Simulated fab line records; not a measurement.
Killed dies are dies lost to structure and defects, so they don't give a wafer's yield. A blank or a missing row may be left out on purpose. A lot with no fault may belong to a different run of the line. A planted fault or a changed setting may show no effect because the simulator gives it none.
Matching of chambers || flow nand_harc || pecvd-02 running NHARC_A_STAIRCASE_DEP_301: 3 sister chambers
The step deposits SiON, target thk 30 nm. 3 wafers are shown with their chamber, then 9 later ones without.

== WAFERS PAIRED WITH THEIR CHAMBERS ==
{"wafer": "L090.2", "chamber": 2, "rf_fwd_power_W (W)": 349.8}
{"wafer": "L090.3", "chamber": 0, "rf_fwd_power_W (W)": 347.6}
{"wafer": "L090.5", "chamber": 1, "rf_fwd_power_W (W)": 347.3}

== WAFERS WITHOUT THEIR CHAMBER ==
{"wafer": "L091.4", "rf_fwd_power_W (W)": 348.9}
{"wafer": "L091.5", "rf_fwd_power_W (W)": 348.4}
{"wafer": "L091.6", "rf_fwd_power_W (W)": 347.2}
{"wafer": "L093.1", "rf_fwd_power_W (W)": 348.9}
{"wafer": "L093.4", "rf_fwd_power_W (W)": 348.8}
{"wafer": "L093.6", "rf_fwd_power_W (W)": 348.2}
{"wafer": "L097.1", "rf_fwd_power_W (W)": 346.0}
{"wafer": "L097.2", "rf_fwd_power_W (W)": 350.5}
{"wafer": "L097.4", "rf_fwd_power_W (W)": 346.4}

== CHAMBER TAKEN BY EACH ==
{"wafer": "L091.4", "from the rows above": "can't be placed: 2 or 0 or 1", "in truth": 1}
{"wafer": "L091.5", "from the rows above": "can't be placed: 0 or 1 or 2", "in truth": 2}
{"wafer": "L091.6", "from the rows above": "can't be placed: 1 or 0", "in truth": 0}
{"wafer": "L093.1", "from the rows above": "can't be placed: 2 or 0 or 1", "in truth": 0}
{"wafer": "L093.4", "from the rows above": "can't be placed: 2 or 0 or 1", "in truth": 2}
{"wafer": "L093.6", "from the rows above": "can't be placed: 0 or 1 or 2", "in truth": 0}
{"wafer": "L097.1", "from the rows above": "can't be placed: 1 or 0", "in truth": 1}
{"wafer": "L097.2", "from the rows above": 2, "in truth": 2}
{"wafer": "L097.4", "from the rows above": "can't be placed: 1 or 0", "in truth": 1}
Placed correctly: 1 of 9. Can't be placed from these rows: 8 (the true chamber is among the candidates in 8). Placed wrongly: 0.
How it was worked out, from the rows above alone: a wafer's distance from a chamber is the root of the sum, over the readings, of the square of ((its reading less the chamber's mean) divided by the reading's scatter). If the next closest chamber is less than 2 further off than the closest, the wafer can't be placed; otherwise it belongs to the closest. For every chamber, the mean is computed from those of its wafers that are shown. The scatter: root of mean squared gap, hidden wafer to nearest shown wafer, with one shown wafer a chamber.
